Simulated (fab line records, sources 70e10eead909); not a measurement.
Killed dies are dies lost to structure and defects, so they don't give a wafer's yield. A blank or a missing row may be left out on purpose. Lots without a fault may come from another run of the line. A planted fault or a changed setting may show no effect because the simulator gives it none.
Chamber matching | flow nand_harc | NHARC_A_STAIRCASE_ETCH_17 on rie_diel-03: 4 sister chambers
The step etches the open film in C4F8/O2, target depth 100 nm, time 40.5 s. 15 wafers are shown with their chamber, then 7 later ones without.

WAFERS WITH THEIR CHAMBER
wafer  | chamber | run_length_s (s) | rf_vpp_V (V) | oes_product_au (a.u.)
L825.1 | 1       | 61.8             | 905          | 0.944
L825.3 | 2       | 61.4             | 889          | 0.952
L825.4 | 3       | 61.3             | 899          | 0.955
L828.2 | 0       | 62.1             | 895          | 0.961
L828.3 | 3       | 61.3             | 899          | 0.956
L828.4 | 2       | 61.4             | 886          | 0.964
L833.4 | 3       | 61.1             | 900          | 0.937
L833.5 | 3       | 61.3             | 899          | 0.937
L836.2 | 2       | 61.8             | 886          | 0.929
L836.3 | 1       | 61.9             | 903          | 0.955
L840.1 | 3       | 61.2             | 898          | 0.956
L840.2 | 0       | 62.2             | 894          | 0.956
L840.3 | 2       | 61.4             | 906          | 0.945
L843.2 | 3       | 61.1             | 899          | 0.968
L843.3 | 0       | 62.0             | 893          | 0.951

SIGNATURES (means of the wafers above)
reading        | chamber 0 | chamber 1 | chamber 2 | chamber 3 | scatter within a chamber
run_length_s   | 62.100    | 61.850    | 61.500    | 61.217    | 0.133
rf_vpp_V       | 894.00    | 904.00    | 891.75    | 899.00    | 5.07
oes_product_au | 0.95600   | 0.94950   | 0.94750   | 0.95150   | 0.0117
Rule: a wafer's distance from a chamber is the root of the sum, over the readings, of the square of ((its reading less the chamber's mean) divided by the reading's scatter). The wafer belongs to the nearest chamber; if the next one is less than 2 further off, it can't be placed. The scatter: the root of (the sum of the squares of (reading less its chamber's mean) over the shown wafers, divided by (wafers less chambers)).

WAFERS WITHOUT THEIR CHAMBER
wafer  | run_length_s (s) | rf_vpp_V (V) | oes_product_au (a.u.)
L843.5 | 61.7             | 906          | 0.952
L844.1 | 61.1             | 898          | 0.948
L844.3 | 62.1             | 894          | 0.961
L844.4 | 61.8             | 907          | 0.962
L847.2 | 61.8             | 902          | 0.964
L847.3 | 61.3             | 898          | 0.957
L847.4 | 61.5             | 905          | 0.957

WHICH CHAMBER EACH WENT THROUGH
wafer  | from the rows above          | in truth
L843.5 | can't be placed: 1 or 2      | 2
L844.1 | 3                            | 3
L844.3 | 0                            | 0
L844.4 | 1                            | 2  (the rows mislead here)
L847.2 | can't be placed: 1 or 0 or 2 | 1
L847.3 | can't be placed: 3 or 2      | 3
L847.4 | can't be placed: 3 or 1 or 2 | 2
Placed correctly: 2 of 7. Can't be placed from these rows: 4 (the true chamber is among the candidates in 4). Placed wrongly: 1.
